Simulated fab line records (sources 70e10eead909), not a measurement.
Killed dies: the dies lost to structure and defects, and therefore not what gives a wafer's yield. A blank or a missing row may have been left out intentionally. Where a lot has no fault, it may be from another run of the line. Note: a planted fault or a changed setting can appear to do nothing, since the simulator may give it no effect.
What tool caused it? / flow nand harc / 36 wafers from 12 lots sampled at 2 of the route's 1159 steps

## WHAT THE GAUGES SHOWED, per wafer
NHARC_A_CONTACT_INSPECT_23.
lot=L074; measured=day 17 13:34; on=defect inspect-01; raw defect count=379 492 334
lot=L078; measured=day 17 22:33; on=defect inspect-01; raw defect count=355 351 301
lot=L080; measured=day 18 14:37; on=defect inspect-02; raw defect count=291 369 294
lot=L083; measured=day 18 20:50; on=defect inspect-01; raw defect count=452 380 408
lot=L085; measured=day 19 13:26; on=defect inspect-02; raw defect count=253 357 314
lot=L084; measured=day 20 01:52; on=defect inspect-01; raw defect count=856 654 402
lot=L086; measured=day 20 03:23; on=defect inspect-02; raw defect count=540 571 459
lot=L088; measured=day 20 22:55; on=defect inspect-02; raw defect count=254 377 289
lot=L091; measured=day 21 10:23; on=defect inspect-01; raw defect count=641 433 414
lot=L092; measured=day 21 18:29; on=defect inspect-02; raw defect count=580 668 493
lot=L094; measured=day 21 23:58; on=defect inspect-02; raw defect count=620 403 476
lot=L096; measured=day 22 17:10; on=defect inspect-02; raw defect count=445 497 382

## EACH LOT AND THE TOOL THAT RAN IT (in order: tool; ch and the chambers of the sampled wafers; start)
lot=L074; NHARC_A_CONTACT_ETCH_92=rie diel-03 ch 0,2, day 17 02:44
lot=L078; NHARC_A_CONTACT_ETCH_92=rie diel-12 ch 0,1, day 17 17:07
lot=L080; NHARC_A_CONTACT_ETCH_92=rie diel-03 ch 0,2,3, day 18 05:41
lot=L083; NHARC_A_CONTACT_ETCH_92=rie diel-12 ch 1,2, day 18 17:58
lot=L085; NHARC_A_CONTACT_ETCH_92=rie diel-06 ch 0,3, day 19 08:04
lot=L084; NHARC_A_CONTACT_ETCH_92=rie diel-12 ch 0,1,2, day 19 16:45
lot=L086; NHARC_A_CONTACT_ETCH_92=rie diel-12 ch 0,1,2, day 20 00:44
lot=L088; NHARC_A_CONTACT_ETCH_92=rie diel-03 ch 2,3, day 20 19:17
lot=L091; NHARC_A_CONTACT_ETCH_92=rie diel-12 ch 0,2, day 21 07:41
lot=L092; NHARC_A_CONTACT_ETCH_92=rie diel-03 ch 0,1,2, day 21 13:56
lot=L094; NHARC_A_CONTACT_ETCH_92=rie diel-06 ch 0,2,3, day 21 21:19
lot=L096; NHARC_A_CONTACT_ETCH_92=rie diel-12 ch 0,1, day 22 13:55
- NHARC_A_CONTACT_ETCH_92: etches the open film in CH3F/O2, target depth 40 nm, time 85.7 s.

## THE ANSWER, worked out from the rows above alone
Rule: usual is defined by the lots themselves. The widest of any qualifying gaps counts: lots, ordered by their means at a reading, are off when they make up no more than a third of the lots, leave a main group of 4 or more, and stand apart from it by 3 or more times the standard deviation of that group's means. The tables above print the reading to a certain number of digits; a main group whose means all agree to those digits is not used. Also off: a lot with no number at a reading for which 4 or more lots have one. Where the step has rows for the other lots, those lots are counted as sound.
None of the lots is off at any reading shown; this tells nothing.

## WHAT HAD BEEN PUT IN BY THE SIMULATOR
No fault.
